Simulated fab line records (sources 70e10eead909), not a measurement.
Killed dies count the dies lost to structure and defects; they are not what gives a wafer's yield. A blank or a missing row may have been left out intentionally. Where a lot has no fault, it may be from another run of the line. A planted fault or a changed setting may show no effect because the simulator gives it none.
Which tool is to blame?	flow nand harc	Sampling: 24 lots, 72 wafers, 5 of 1302 route steps

## WHAT EACH GAUGE READ, for each wafer
NHARC_A_SOURCE_PLATE_THK_MEAS_06: measures by ellipsometry.
lot	measured	on	thk nm (nm)
L074	day 7 22:46	film metro-02	198.1 198.5 197.8
L075	day 8 01:48	film metro-01	199.3 197.5 196.4
L076	day 8 09:17	film metro-01	198.6 200.0 198.5
L077	day 9 00:02	film metro-01	202.5 200.2 201.3
L078	day 9 08:07	film metro-01	200.8 201.4 197.7
L079	day 9 19:16	film metro-02	204.1 204.8 203.9
L080	day 10 08:44	film metro-01	202.0 198.7 197.3
L081	day 10 08:44	film metro-02	200.3 196.9 198.3
L082	day 11 04:10	film metro-02	198.0 201.6 200.2
L083	day 11 13:43	film metro-01	200.6 199.3 198.7
L084	day 12 06:49	film metro-02	195.8 195.5 199.0
L086	day 12 16:37	film metro-01	199.7 199.9 200.7
L085	day 12 16:37	film metro-02	197.4 196.3 200.1
L087	day 14 00:27	film metro-01	200.0 199.3 197.5
L088	day 14 00:27	film metro-02	202.4 202.5 202.0
L089	day 14 11:29	film metro-01	202.6 199.9 200.5
L090	day 14 11:29	film metro-02	202.0 200.3 199.6
L091	day 14 18:12	film metro-02	203.1 205.3 203.7
L092	day 15 04:02	film metro-01	200.8 199.2 199.9
L093	day 15 16:35	film metro-01	198.9 201.0 200.3
L094	day 16 02:05	film metro-02	197.3 196.7 197.3
L096	day 16 22:00	film metro-01	197.2 200.3 200.1
L095	day 16 22:01	film metro-01	202.3 201.2 201.1
L097	day 17 07:41	film metro-02	200.6 199.1 200.5

NHARC_A_ONON_D1_THK_MEAS_30: measures by ellipsometry.
lot	measured	on	thk nm (nm)
L074	day 8 13:49	film metro-01	1002 1003 1003
L075	day 8 14:08	film metro-01	995 994 995
L076	day 8 22:33	film metro-02	988 990 990
L077	day 9 14:04	film metro-01	979 978 978
L078	day 9 21:07	film metro-02	997 995 995
L079	day 10 08:54	film metro-02	1009 1009 1009
L080	day 10 23:11	film metro-01	1000 1000 1001
L081	day 10 23:10	film metro-02	995 992 995
L082	day 11 22:40	film metro-02	1000 1003 1000
L083	day 12 07:26	film metro-02	995 995 994
L084	day 12 19:52	film metro-01	997 999 997
L086	day 13 05:38	film metro-02	1003 1003 1002
L085	day 13 05:38	film metro-01	1001 1000 1002
L087	day 14 17:38	film metro-02	1009 1009 1009
L088	day 14 17:38	film metro-01	1016 1016 1018
L089	day 15 00:53	film metro-01	993 994 995
L090	day 15 00:53	film metro-02	1009 1008 1009
L091	day 15 07:53	film metro-02	1001 1002 1002
L092	day 15 17:20	film metro-01	988 988 987
L093	day 16 11:05	film metro-02	1028 1027 1030
L094	day 16 15:04	film metro-01	989 990 990
L096	day 17 10:45	film metro-01	1000 1000 1000
L095	day 17 10:44	film metro-02	996 996 996
L097	day 17 20:26	film metro-02	995 996 995

NHARC_A_CHANNEL_HOLE_D1_INSPECT_12.
lot	measured	on	raw defect count
L074	day 8 17:11	defect inspect-02	5 7 4
L075	day 8 17:31	defect inspect-02	4 6 12
L076	day 9 02:01	defect inspect-01	12 5 8
L077	day 9 21:24	defect inspect-02	6 5 5
L078	day 10 01:05	defect inspect-01	1 2 1
L079	day 10 14:07	defect inspect-01	5 12 5
L080	day 11 05:03	defect inspect-02	3 3 3
L081	day 11 04:53	defect inspect-02	1 2 4
L082	day 12 01:56	defect inspect-01	9 4 6
L083	day 12 10:55	defect inspect-02	2 3 5
L084	day 13 00:19	defect inspect-02	5 7 11
L086	day 13 09:16	defect inspect-02	12 7 10
L085	day 13 09:37	defect inspect-01	8 2 6
L087	day 14 21:44	defect inspect-02	6 6 4
L088	day 14 20:55	defect inspect-01	8 5 7
L089	day 15 05:01	defect inspect-02	8 9 6
L090	day 15 04:51	defect inspect-01	10 5 9
L091	day 15 13:02	defect inspect-02	3 4 7
L092	day 15 20:37	defect inspect-02	5 7 4
L093	day 16 17:49	defect inspect-02	5 8 7
L094	day 16 19:41	defect inspect-02	9 5 6
L096	day 17 17:38	defect inspect-01	5 4 6
L095	day 17 17:05	defect inspect-02	5 7 4
L097	day 18 03:35	defect inspect-02	5 6 8

NHARC_A_CHANNEL_HOLE_D1_CD_MEAS_18.
lot	measured	on	cd nm (nm)
L074	day 8 18:22	cd sem-03	96 104 98
L075	day 8 18:42	cd sem-02	98 96 98
L076	day 9 03:11	cd sem-01	96 94 93
L077	day 9 22:35	cd sem-02	106 97 101
L078	day 10 02:16	cd sem-02	100 103 100
L079	day 10 15:17	cd sem-02	100 102 98
L080	day 11 06:40	cd sem-01	104 100 100
L081	day 11 06:14	cd sem-02	96 107 101
L082	day 12 03:06	cd sem-03	98 102 102
L083	day 12 12:05	cd sem-02	98 105 99
L084	day 13 01:30	cd sem-02	106 95 104
L086	day 13 10:54	cd sem-03	102 103 104
L085	day 13 10:49	cd sem-02	98 101 101
L087	day 14 22:56	cd sem-02	96 94 97
L088	day 14 22:05	cd sem-03	107 104 101
L089	day 15 06:38	cd sem-02	93 103 96
L090	day 15 06:11	cd sem-03	99 93 98
L091	day 15 14:12	cd sem-03	97 96 99
L092	day 15 21:49	cd sem-02	102 92 101
L093	day 16 18:59	cd sem-01	97 99 95
L094	day 16 20:52	cd sem-01	98 94 94
L096	day 17 18:49	cd sem-01	97 100 94
L095	day 17 18:25	cd sem-02	102 97 106
L097	day 18 04:46	cd sem-02	98 100 99

NHARC_A_CHANNEL_HOLE_D1_CD_MEAS_30.
lot	measured	on	cd nm (nm)
L074	day 8 23:59	cd sem-03	86.9 88.8 86.2
L075	day 9 00:44	cd sem-03	89.7 88.5 88.5
L076	day 9 08:44	cd sem-03	87.4 88.8 88.4
L077	day 10 04:12	cd sem-02	90.4 90.1 89.4
L078	day 10 08:20	cd sem-03	87.9 89.1 89.2
L079	day 10 21:08	cd sem-03	90.1 90.6 87.3
L080	day 11 15:44	cd sem-02	89.2 88.2 86.9
L081	day 11 13:13	cd sem-01	88.0 93.5 92.8
L082	day 12 08:41	cd sem-03	92.5 88.0 89.0
L083	day 12 18:17	cd sem-03	91.0 90.6 86.7
L084	day 13 07:04	cd sem-02	90.0 91.6 88.9
L086	day 13 20:40	cd sem-02	88.1 90.0 90.3
L085	day 13 20:25	cd sem-02	88.2 89.8 92.0
L087	day 15 09:05	cd sem-03	89.2 87.4 88.0
L088	day 15 05:33	cd sem-01	89.2 89.4 89.1
L089	day 15 13:35	cd sem-01	89.6 88.8 89.1
L090	day 15 13:15	cd sem-02	88.1 89.2 89.3
L091	day 15 22:41	cd sem-03	85.2 88.5 85.8
L092	day 16 03:23	cd sem-01	89.8 86.5 89.8
L093	day 17 00:35	cd sem-01	89.9 91.2 91.9
L094	day 17 04:54	cd sem-02	92.5 86.3 89.9
L096	day 18 03:57	cd sem-01	88.5 88.9 88.8
L095	day 18 00:01	cd sem-01	94.0 88.7 89.1
L097	day 18 10:20	cd sem-02	88.2 93.4 89.2

## WHAT TOOL EACH LOT RAN ON (gives the tool, then ch and the chambers of the sampled wafers, and finally the start)
Before these readings, the record contains no process step.

## AS READ BY THE TOOLS THEMSELVES (means over the sampled wafers that have a number; for cases with no such wafer, the mark the record gives instead)
The record holds no such reading with a usual standard deviation.

## THE ANSWER, worked out from the rows above alone
Rule: what is usual is taken from the lots themselves. Put in order of their means at a reading, lots are off if they are a third of the lots or fewer, leave a main group of 4 or more, and stand apart from it by a gap of 3 or more times the standard deviation of the main group's means; of several such gaps the widest counts. If all means in a main group match to the digits the tables above print for the reading, that group is not used. A lot without any number at a reading at which 4 lots or more have one is off too. All remaining lots with rows at the step are treated as sound. First the gauges in route order, then the tools' own readings, where a lot's mean is used as printed above. The first step at which some lot is off is used, and at that step the reading that is off furthest; a lot without a number counts as furthest.
Nothing can be told from this: no lot is off at any reading shown.

## WHAT HAD BEEN PUT IN BY THE SIMULATOR
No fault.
